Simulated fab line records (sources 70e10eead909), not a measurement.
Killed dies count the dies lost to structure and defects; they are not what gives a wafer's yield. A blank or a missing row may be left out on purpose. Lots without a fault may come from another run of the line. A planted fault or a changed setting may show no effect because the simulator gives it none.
A struck lot beside a sound one	flow nand_harc	41 out of 1302 route steps
Sound: these wafers, L304.1, L304.2, L304.4. Struck: wafers L322.1, L322.4, L322.6. At the end, the cause is stated.
Per side, at each step with rows, come the tool, then ch with its chambers, and then its first start. Under that, the readings that differ: sound wafers	struck wafers	difference of the means	sigmas: that difference in standard deviations of wafers without a fault.
alike: same words and numbers on both sides, and readings whose means sit less than 2 such deviations apart. not compared: any withheld reading, any reading some wafer has no value for, any bound like >300 that may hide the same value, and any number with overlapping values for which the record gives no deviation.
The two part at a step that has a row with sigmas, a row that says differs or no value, or rows on one side only. Numbers that have no deviation but don't overlap get no sigmas and don't part them. Lack of a reading on every wafer of one side parts them only where that side has two or more wafers.

NHARC_P_M2_INSPECT_11:
  struck on defect_inspect-01, day 13 23:57; sound on defect_inspect-02, day 6 19:12
  alike: raw_defect_count
NHARC_P_M2_DESCUM_14: chemistry O2, time 3 s.
  sound on rie_diel-11 ch 0,1,2, day 6 19:16; struck on rie_diel-09 ch 1,3, day 14 00:01
  alike: drypump_motor_current_A, oes_product_au, rf_vpp_V, showerhead_plenum_p_Torr, throttle_valve_pct
  not compared: rf_hours_counter_h
then, 2 steps without rows for these wafers: NHARC_P_M2_ETCH_35 (etches the open film in N2/H2, target depth 40 nm, overetch 12 nm, time 43.94 s); NHARC_P_M2_ETCH_15 (etches the open film in C4F8/Ar, target depth 182.5 nm, time 91.2 s).
NHARC_P_M2_CD_MEAS_16:
  struck on cd_sem-02, day 14 00:19; sound on cd_sem-02, day 6 19:34
  alike: cd_nm
then, 3 steps without rows for these wafers: NHARC_P_M2_STRIP_18 (strips in N2/H2); NHARC_P_M2_ETCH_28 (etches the open film in CF4/N2, target depth 30 nm, time 72.99 s); NHARC_P_M2_STRIP_19 (strips in post etch residue remover, time 600 s).
NHARC_P_M2_DEGAS_29: time 60 s.
  struck on pvd_sputter-02, day 14 01:02; sound on pvd_sputter-02, day 6 20:16
  alike: heater_power_w
then, 2 steps without rows for these wafers: NHARC_P_M2_PRE_CLEAN_30 (time 30 s); NHARC_P_M2_PVD_20 (deposits TaN, target thk 5 nm, time 8.06 s).
NHARC_P_M2_PVD_21: deposits Cu, target thk 30 nm, time 20.49 s.
  sound on pvd_sputter-02; struck on pvd_sputter-02
  alike: chamber_pressure_pa, throttle_valve_pct
NHARC_P_M2_ECD_22: material Cu, target thk 400 nm.
  sound on ecd_cu-01 ch 0,1, day 6 20:38; struck on ecd_cu-01 ch 0,1, day 14 01:23
then, 2 steps without rows for these wafers: NHARC_P_M2_ANNEAL_31 (time 90 s); NHARC_P_M2_CMP_23 (polishes, t overpolish 20 s, target thk 144.3 nm).
NHARC_P_M2_THK_MEAS_24: measures by xrf.
  struck on film_metro-02, day 14 02:26; sound on film_metro-02, day 6 21:41
  alike: thk_nm
then, 2 steps without rows for these wafers: NHARC_P_M2_SRD_25; NHARC_P_M2_PRE_CLEAN_32 (time 12 s).
NHARC_P_M2_DEP_33: deposits SiCN, target thk 30 nm.
  sound on pecvd-04 ch 1,2, day 6 21:59; struck on pecvd-03 ch 0,1, day 14 02:49
reading	sound	struck	difference	sigmas
heater_power_w (W)	708 733 688	527 587 539	-159	-2
then, 2 steps without rows for these wafers: NHARC_P_BONDPAD_DEP_00 (deposits SiCN, target thk 250 nm); NHARC_P_BONDPAD_CMP_32 (polishes SiCN, target thk 200 nm).
NHARC_P_BONDPAD_THK_MEAS_33: measures by ellipsometry.
  struck on film_metro-02, day 14 03:47; sound on film_metro-02, day 6 23:02
  alike: thk_nm
then, 10 steps without rows for these wafers: NHARC_P_BONDPAD_SRD_34; NHARC_P_BONDPAD_DEHYDRATE_01 (time 120 s); NHARC_P_BONDPAD_HMDS_02 (time 30 s); NHARC_P_BONDPAD_COAT_36 (time 65 s); NHARC_P_BONDPAD_COAT_03 (resist thk 600 nm); NHARC_P_BONDPAD_SOFTBAKE_04 (time 70 s); NHARC_P_BONDPAD_EBR_05; NHARC_P_BONDPAD_EXPOSE_06 (exposes mask P BPAD); NHARC_P_BONDPAD_PEB_07 (peb time 80 s); NHARC_P_BONDPAD_DEVELOP_08 (time 50 s).
NHARC_P_BONDPAD_CD_MEAS_09: target cd 500 nm.
  sound on cd_sem-03 ch 0, day 6 23:35; struck on cd_sem-02 ch 0, day 14 04:21
  alike: cd_nm
NHARC_P_BONDPAD_OVL_MEAS_38:
  struck on overlay-02, day 14 04:26; sound on overlay-02, day 6 23:41
reading	sound	struck	difference	sigmas
overlay_x_nm (nm)	10 9 9	0 -1 -1	-10	-2
  alike: overlay_y_nm
then, 4 steps without rows for these wafers: NHARC_P_BONDPAD_HARDBAKE_10 (time 65 s); NHARC_P_BONDPAD_DESCUM_11 (chemistry O2, time 3 s); NHARC_P_BONDPAD_ETCH_37 (etches the open film in N2/H2, target depth 60 nm, overetch 18 nm, time 65.91 s); NHARC_P_BONDPAD_ETCH_12 (etches the open film in CHF3/O2, target depth 200 nm, time 100 s).
NHARC_P_BONDPAD_CD_MEAS_13:
  struck on cd_sem-02, day 14 04:52; sound on cd_sem-03, day 7 00:10
  alike: cd_nm
NHARC_P_BONDPAD_STRIP_15: strips in O2.
  sound on rie_diel-05 ch 0,1,2, day 7 00:14; struck on rie_diel-05 ch 0,3, day 14 04:57
  alike: drypump_motor_current_A, oes_product_au, rf_vpp_V, showerhead_plenum_p_Torr, throttle_valve_pct
  not compared: rf_hours_counter_h
-- jump in the record: it breaks off in module P_BONDPAD and resumes in module END (first step shown: number 1302 of the route), and 18 days separate the struck wafers' starts before and after --
NHARC_END_SORT_01:
  here the record holds rows for the struck wafers (prober-01 ch 0, day 31 18:25) but none for the sound ones

## WHERE THEY PART
Earliest at NHARC_P_M2_DEP_33; latest, in this record, at NHARC_END_SORT_01.

WHY: what the simulator had put in
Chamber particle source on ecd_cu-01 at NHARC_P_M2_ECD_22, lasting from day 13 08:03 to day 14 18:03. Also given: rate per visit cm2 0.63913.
